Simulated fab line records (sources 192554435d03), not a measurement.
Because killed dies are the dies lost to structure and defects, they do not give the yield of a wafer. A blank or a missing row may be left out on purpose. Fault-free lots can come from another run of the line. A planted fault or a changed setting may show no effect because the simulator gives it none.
Chamber matching | flow n5Finfet | N5_GATE_CUT_HM_DEP_46 on pecvd-02: 3 sister chambers
The step deposits SiO2 from TEOS/O2, target thk 130 nm, time 26.6 s. 6 wafers are shown with their chamber, then 12 later ones without.

EACH WAFER AND ITS CHAMBER
wafer  | chamber | throttleValvePct (%) | heaterPowerW (W)
L086.3 | 1       | 19.2                 | 542
L086.5 | 2       | 18.0                 | 724
L086.6 | 1       | 19.1                 | 549
L087.1 | 0       | 20.2                 | 648
L087.4 | 2       | 18.0                 | 609
L087.5 | 0       | 20.1                 | 641

WAFERS MISSING THEIR CHAMBER
wafer  | throttleValvePct (%) | heaterPowerW (W)
L093.1 | 18.9                 | 615
L093.5 | 18.9                 | 628
L093.6 | 18.2                 | 684
L094.2 | 18.2                 | 602
L094.4 | 18.2                 | 615
L094.6 | 20.2                 | 558
L095.1 | 20.0                 | 538
L095.2 | 19.2                 | 662
L095.3 | 18.1                 | 602
L095.4 | 20.4                 | 566
L095.5 | 18.2                 | 625
L095.6 | 19.2                 | 479

WHICH CHAMBER EACH ONE RAN IN
wafer  | from the rows above | in truth
L093.1 | 1                   | 1
L093.5 | 1                   | 1
L093.6 | 2                   | 2
L094.2 | 2                   | 2
L094.4 | 2                   | 2
L094.6 | 0                   | 0
L095.1 | 0                   | 0
L095.2 | 1                   | 1
L095.3 | 2                   | 2
L095.4 | 0                   | 0
L095.5 | 2                   | 2
L095.6 | 1                   | 1
Correctly placed: 12 of 12. From these rows, 0 cannot be placed. Number placed wrongly: 0.
How it was worked out, from the rows above alone: a wafer's distance from a chamber is the root of the sum, over the readings, of the square of ((its reading less the chamber's mean) divided by the reading's scatter). The wafer belongs to the nearest chamber; if the next one is less than 2 further off, it can't be placed. A chamber's mean is the mean of its shown wafers. The scatter: the root of (the sum of the squares of (reading less its chamber's mean) over the shown wafers, divided by (wafers less chambers)).
